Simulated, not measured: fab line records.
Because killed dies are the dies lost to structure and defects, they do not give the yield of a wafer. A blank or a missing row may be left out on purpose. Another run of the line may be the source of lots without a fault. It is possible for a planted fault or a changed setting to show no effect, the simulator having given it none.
Lot-split experiment / flow n5Finfet / 7 lots, 39 wafers read, on a route of 1938 steps

## ABOUT THE SPLIT
At N5_DUMMY_GATE_ETCH_32 (etches SiO2 in CF4, target depth 3.5 nm, time 3.9 s), the setting timeS was moved away from the recipe's 3.9 s on 12 of the 39 wafers read, by +7.1% to +21.4%. This setting was run at the recipe's value on the other wafers.

The reading comes from the split's own step.

## THE READING
etch.depthNm (the simulator's own value, which no gauge read), in nm, at N5_DUMMY_GATE_ETCH_32 (etches SiO2 in CF4, target depth 3.5 nm, time 3.9 s). The file gives no usual value for it. Average 3.482 nm, standard deviation 0.082 nm, over the 27 wafers here run with the recipe.

wafer=L075.1; tool, chamber at the split=rieSi-03, 0; timeS as run, s=3.9; against the recipe=recipe; etch.depthNm, nm=3.47; against lot-mates on the recipe=-
wafer=L075.2; tool, chamber at the split=rieSi-03, 3; timeS as run, s=4.381; against the recipe=+12.3%; etch.depthNm, nm=4.04; against lot-mates on the recipe=+0.595
wafer=L075.3; tool, chamber at the split=rieSi-03, 1; timeS as run, s=3.9; against the recipe=recipe; etch.depthNm, nm=3.456; against lot-mates on the recipe=-
wafer=L075.4; tool, chamber at the split=rieSi-03, 2; timeS as run, s=3.9; against the recipe=recipe; etch.depthNm, nm=3.409; against lot-mates on the recipe=-
wafer=L075.5; tool, chamber at the split=rieSi-03, 1; timeS as run, s=4.381; against the recipe=+12.3%; etch.depthNm, nm=3.894; against lot-mates on the recipe=+0.449
wafer=L075.6; tool, chamber at the split=rieSi-03, 2; timeS as run, s=4.381; against the recipe=+12.3%; etch.depthNm, nm=3.824; against lot-mates on the recipe=+0.379
wafer=L076.1; tool, chamber at the split=rieSi-01, 1; timeS as run, s=3.9; against the recipe=recipe; etch.depthNm, nm=3.572; against lot-mates on the recipe=-
wafer=L076.2; tool, chamber at the split=rieSi-01, 2; timeS as run, s=3.9; against the recipe=recipe; etch.depthNm, nm=3.566; against lot-mates on the recipe=-
wafer=L076.3; tool, chamber at the split=rieSi-01, 0; timeS as run, s=3.9; against the recipe=recipe; etch.depthNm, nm=3.348; against lot-mates on the recipe=-
wafer=L076.4; tool, chamber at the split=rieSi-01, 3; timeS as run, s=3.9; against the recipe=recipe; etch.depthNm, nm=3.559; against lot-mates on the recipe=-
wafer=L076.5; tool, chamber at the split=rieSi-01, 2; timeS as run, s=3.9; against the recipe=recipe; etch.depthNm, nm=3.585; against lot-mates on the recipe=-
wafer=L076.6; tool, chamber at the split=rieSi-01, 1; timeS as run, s=3.9; against the recipe=recipe; etch.depthNm, nm=3.568; against lot-mates on the recipe=-
wafer=L078.1; tool, chamber at the split=rieSi-03, 2; timeS as run, s=3.9; against the recipe=recipe; etch.depthNm, nm=3.42; against lot-mates on the recipe=-
wafer=L078.2; tool, chamber at the split=rieSi-03, 3; timeS as run, s=3.9; against the recipe=recipe; etch.depthNm, nm=3.557; against lot-mates on the recipe=-
wafer=L078.3; tool, chamber at the split=rieSi-03, 1; timeS as run, s=4.177; against the recipe=+7.1%; etch.depthNm, nm=3.695; against lot-mates on the recipe=+0.216
wafer=L078.4; tool, chamber at the split=rieSi-03, 0; timeS as run, s=3.9; against the recipe=recipe; etch.depthNm, nm=3.461; against lot-mates on the recipe=-
wafer=L078.5; tool, chamber at the split=rieSi-03, 2; timeS as run, s=4.177; against the recipe=+7.1%; etch.depthNm, nm=3.688; against lot-mates on the recipe=+0.209
wafer=L078.6; tool, chamber at the split=rieSi-03, 1; timeS as run, s=4.177; against the recipe=+7.1%; etch.depthNm, nm=3.71; against lot-mates on the recipe=+0.231
wafer=L079.1; tool, chamber at the split=rieSi-05, 2; timeS as run, s=3.9; against the recipe=recipe; etch.depthNm, nm=3.602; against lot-mates on the recipe=-
wafer=L079.2; tool, chamber at the split=rieSi-05, 1; timeS as run, s=4.294; against the recipe=+10.1%; etch.depthNm, nm=3.873; against lot-mates on the recipe=+0.336
wafer=L079.3; tool, chamber at the split=rieSi-05, 0; timeS as run, s=4.294; against the recipe=+10.1%; etch.depthNm, nm=3.803; against lot-mates on the recipe=+0.266
wafer=L079.4; tool, chamber at the split=rieSi-05, 3; timeS as run, s=3.9; against the recipe=recipe; etch.depthNm, nm=3.559; against lot-mates on the recipe=-
wafer=L079.5; tool, chamber at the split=rieSi-05, 0; timeS as run, s=3.9; against the recipe=recipe; etch.depthNm, nm=3.45; against lot-mates on the recipe=-
wafer=L079.6; tool, chamber at the split=rieSi-05, 1; timeS as run, s=4.294; against the recipe=+10.1%; etch.depthNm, nm=3.874; against lot-mates on the recipe=+0.337
wafer=L090.4; tool, chamber at the split=rieSi-05, 1; timeS as run, s=3.9; against the recipe=recipe; etch.depthNm, nm=3.537; against lot-mates on the recipe=-
wafer=L090.5; tool, chamber at the split=rieSi-05, 2; timeS as run, s=3.9; against the recipe=recipe; etch.depthNm, nm=3.568; against lot-mates on the recipe=-
wafer=L090.6; tool, chamber at the split=rieSi-05, 1; timeS as run, s=3.9; against the recipe=recipe; etch.depthNm, nm=3.547; against lot-mates on the recipe=-
wafer=L096.1; tool, chamber at the split=rieSi-03, 1; timeS as run, s=4.734; against the recipe=+21.4%; etch.depthNm, nm=4.128; against lot-mates on the recipe=+0.683
wafer=L096.2; tool, chamber at the split=rieSi-03, 0; timeS as run, s=3.9; against the recipe=recipe; etch.depthNm, nm=3.371; against lot-mates on the recipe=-
wafer=L096.3; tool, chamber at the split=rieSi-03, 2; timeS as run, s=3.9; against the recipe=recipe; etch.depthNm, nm=3.418; against lot-mates on the recipe=-
wafer=L096.4; tool, chamber at the split=rieSi-03, 3; timeS as run, s=3.9; against the recipe=recipe; etch.depthNm, nm=3.545; against lot-mates on the recipe=-
wafer=L096.5; tool, chamber at the split=rieSi-03, 1; timeS as run, s=4.734; against the recipe=+21.4%; etch.depthNm, nm=4.181; against lot-mates on the recipe=+0.736
wafer=L096.6; tool, chamber at the split=rieSi-03, 2; timeS as run, s=4.734; against the recipe=+21.4%; etch.depthNm, nm=4.182; against lot-mates on the recipe=+0.737
wafer=L097.1; tool, chamber at the split=rieSi-03, 0; timeS as run, s=3.9; against the recipe=recipe; etch.depthNm, nm=3.349; against lot-mates on the recipe=-
wafer=L097.2; tool, chamber at the split=rieSi-03, 2; timeS as run, s=3.9; against the recipe=recipe; etch.depthNm, nm=3.386; against lot-mates on the recipe=-
wafer=L097.3; tool, chamber at the split=rieSi-03, 3; timeS as run, s=3.9; against the recipe=recipe; etch.depthNm, nm=3.516; against lot-mates on the recipe=-
wafer=L097.4; tool, chamber at the split=rieSi-03, 1; timeS as run, s=3.9; against the recipe=recipe; etch.depthNm, nm=3.406; against lot-mates on the recipe=-
wafer=L097.5; tool, chamber at the split=rieSi-03, 1; timeS as run, s=3.9; against the recipe=recipe; etch.depthNm, nm=3.412; against lot-mates on the recipe=-
wafer=L097.6; tool, chamber at the split=rieSi-03, 2; timeS as run, s=3.9; against the recipe=recipe; etch.depthNm, nm=3.376; against lot-mates on the recipe=-

THE FIT
A straight line over all 39 wafers: etch.depthNm changes by +0.033 nm for each +1% of timeS; r = +0.95; the points scatter about the line by 0.077 nm.
The same after taking each lot's own level away (the mean of its wafers on the recipe; 39 wafers): +0.0341 nm for each +1%; r = +0.97; scatter 0.062 nm.
Per that fit: largest timeS move, reading shift of 0.73 nm.
Measured against the standard deviation above, the lots' own levels, which go from 3.4075 to 3.5507 nm, span 1.8 times it.
The two slopes agree, so the slope changes little with the lot-to-lot level.
Check: with one of the wafers moved furthest among these (+21.4%) left out of the fit, the line predicts +0.74 nm for it against its lot-mates. It came out at +0.683 nm against them.

## FILE'S OWN FIT
etch.depthNm changes by +0.034 nm for each +1% of timeS, r = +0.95.
